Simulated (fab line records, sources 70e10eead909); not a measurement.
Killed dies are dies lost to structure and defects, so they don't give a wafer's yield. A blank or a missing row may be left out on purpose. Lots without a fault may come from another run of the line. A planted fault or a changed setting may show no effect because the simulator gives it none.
Chamber matching | flow nand_harc | NHARC_A_CHANNEL_FILL_D1_ALD_14 on ald_hk-04: 4 sister chambers
The step deposits SiO2, target thk 2.5 nm, pulse time 10 s, ald cycles 25. 4 wafers are shown with their chamber, then 10 later ones without.

WAFERS WITH THEIR CHAMBER
wafer  | chamber | heater_power_w (W)
L084.2 | 1       | 474
L091.5 | 0       | 590
L092.1 | 3       | 472
L092.2 | 2       | 457

WAFERS WITHOUT THEIR CHAMBER
wafer  | heater_power_w (W)
L092.4 | 472
L093.1 | 475
L093.3 | 613
L093.5 | 467
L094.1 | 474
L094.4 | 611
L094.5 | 608
L095.1 | 450
L095.3 | 586
L095.4 | 459

WHICH CHAMBER EACH WENT THROUGH
wafer  | from the rows above          | in truth
L092.4 | can't be placed: 3 or 1 or 2 | 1
L093.1 | can't be placed: 1 or 3 or 2 | 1
L093.3 | 0                            | 0
L093.5 | can't be placed: 3 or 1 or 2 | 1
L094.1 | can't be placed: 1 or 3 or 2 | 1
L094.4 | 0                            | 0
L094.5 | 0                            | 0
L095.1 | can't be placed: 2 or 3 or 1 | 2
L095.3 | 0                            | 0
L095.4 | can't be placed: 2 or 3 or 1 | 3
Placed correctly: 4 of 10. Can't be placed from these rows: 6 (the true chamber is among the candidates in 6). Placed wrongly: 0.
How it was worked out, from the rows above alone: a wafer's distance from a chamber is the root of the sum, over the readings, of the square of ((its reading less the chamber's mean) divided by the reading's scatter). The wafer belongs to the nearest chamber; if the next one is less than 2 further off, it can't be placed. A chamber's mean is the mean of its shown wafers. The scatter: with one shown wafer a chamber, the root of the mean of the squares of how far each hidden wafer lies from its nearest shown one.
